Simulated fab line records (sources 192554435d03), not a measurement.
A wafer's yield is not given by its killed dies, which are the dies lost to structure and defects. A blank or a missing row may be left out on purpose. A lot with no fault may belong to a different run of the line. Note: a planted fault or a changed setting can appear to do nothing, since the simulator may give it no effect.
Struck lot and sound lot, side by side -- flow n5_finfet -- 15 out of 1938 route steps
Sound: these wafers, L313.1, L313.4, L313.6. Wafers struck: L321.4, L321.5, L321.6. Last of all comes the cause.
Per side, at each step with rows, come the tool, then ch with its chambers, and then its first start. Under that, the readings that differ: sound wafers -- struck wafers -- difference of the means -- sigmas: that difference in standard deviations of wafers without a fault.
alike: readings whose means differ by less than 2 such deviations, and words and numbers that are the same on both sides. not compared: withheld readings, readings that some wafer has no value for, bounds like >300 that may hide the same value, and numbers for which the record gives no deviation and whose values overlap.
Wherever a step has rows on one side only, a row that says differs or no value, or a row with sigmas, the two part there. When numbers do not overlap yet have no deviation, they are printed without sigmas and do not part them. A reading that every wafer of one side lacks parts them only if that side has two wafers or more.

N5_BEOL_M8_ALD_77: deposits TaN, target thk 2 nm, pulse time 2 s, purge time 3 s.
  sound on ald_metal-02 ch 0,2, day 11 13:22; struck on ald_metal-02 ch 1,2, day 13 03:35
  alike: heater_power_w
  not compared: since_wet_clean_h
then, 4 steps without rows for these wafers: N5_BEOL_M8_SURFACE_TREAT_79; N5_BEOL_M8_CVD_78 (deposits Co from CCTBA/H2, target thk 2 nm, time 142.3 s); N5_BEOL_M8_SPUTTER_48 (material Cu, target thk 10 nm, time 1.667 s); N5_BEOL_M8_ECD_50 (material Cu, target thk 300 nm).
N5_BEOL_M8_ANNEAL_51: time 90 s.
  sound on rtp_anneal-01 ch 0, day 11 14:35; struck on rtp_anneal-02 ch 0, day 13 04:26
  alike: anneal_temp_c, wafer_temp_C_max
N5_BEOL_M8_CMP_52: polishes, stops on SiCOH lowk, t overpolish 6.9 s, target thk 80 nm.
  sound on cmp-04 ch 0,2,3, day 11 14:53; struck on cmp-01 ch 2,3, day 13 04:37
  alike: barrier_field_endpoint_s, head_pressure_psi, motor_current_A, overpolish_run_s, retaining_ring_pressure_frac, time_to_endpoint_s
N5_BEOL_M8_THK_MEAS_53: measures by xrf.
  sound on film_metro-01 at day 11 15:10; struck on film_metro-01 at day 13 04:55
  alike: M8_THK
then, 1 step without rows for these wafers: N5_BEOL_M8_PRE_CLEAN_55 (time 15 s).
N5_BEOL_M8_DEP_56: deposits SiCN from 3MS/NH3, target thk 10 nm, time 17.5 s.
  sound on pecvd-01 ch 1,2, day 11 15:14; struck on pecvd-02 ch 0,1,2, day 13 04:59
  alike: showerhead_plenum_p_Torr, throttle_valve_pct
  not compared: since_wet_clean_h
N5_BEOL_M8_RS_MEAS_57: the measuring method here is four-point-probe.
  sound on film_metro-02 at day 11 15:18; struck on film_metro-01 at day 13 05:03
  alike: M8_RS
N5_BEOL_M8_INSPECT_58: inspects for defects (darkfield).
  sound on defect_inspect-01 at day 11 15:20; struck on defect_inspect-02 at day 13 05:04
reading,sound,struck,difference,sigmas
raw_defect_count,115 159 120,50 80 70,-65,-3
N5_BEOL_M9_ILD_DEP_00: deposits SiCOH lowk from DEMS/porogen, target thk 308.51 nm, time 58 s.
  sound on pecvd-02 ch 1,2, day 11 15:22; struck on pecvd-02 ch 0,1,2, day 13 05:08
reading,sound,struck,difference,sigmas
susceptor_temp_C (C),299.92 299.77 300.16,302.23 302.22 302.51,+2.37,+13
  alike: heater_power_w, showerhead_plenum_p_Torr, throttle_valve_pct
  not compared: since_wet_clean_h
N5_BEOL_M9_CURE_71: cures SiCOH lowk, time 240 s.
  sound on uv_cure-03 ch 0, day 11 15:41; struck on uv_cure-03 ch 2, day 13 05:40
  alike: lamp_power_pct, wafer_temp_C_max
-- here the record skips 3 days between the struck wafers' starts before and after, leaving off in module BEOL_M9 and picking up in module PASSIVATION (first step shown: number 1936 of the route) --
N5_PASSIVATION_PROBE_49:
  sound on prober-02 at day 14 07:17; struck on prober-01 at day 15 20:01
  alike: defect_limited_yield, killed_at_M0_to_M3, killed_at_M4_up, killed_at_contacts, killed_at_front_end, killed_at_other, killed_dies, killed_open, killed_short, sort_bin_4_leakage, sort_bin_5_function, sort_bin_6_memory, sort_n_pass, sort_yield_pct

WHERE THEY PART
First at N5_BEOL_M8_INSPECT_58; last, within this record, at N5_BEOL_M9_ILD_DEP_00. Later steps at which nothing parts them and some readings are alike: N5_BEOL_M9_CURE_71, N5_PASSIVATION_PROBE_49.

WHY: the cause the simulator had injected
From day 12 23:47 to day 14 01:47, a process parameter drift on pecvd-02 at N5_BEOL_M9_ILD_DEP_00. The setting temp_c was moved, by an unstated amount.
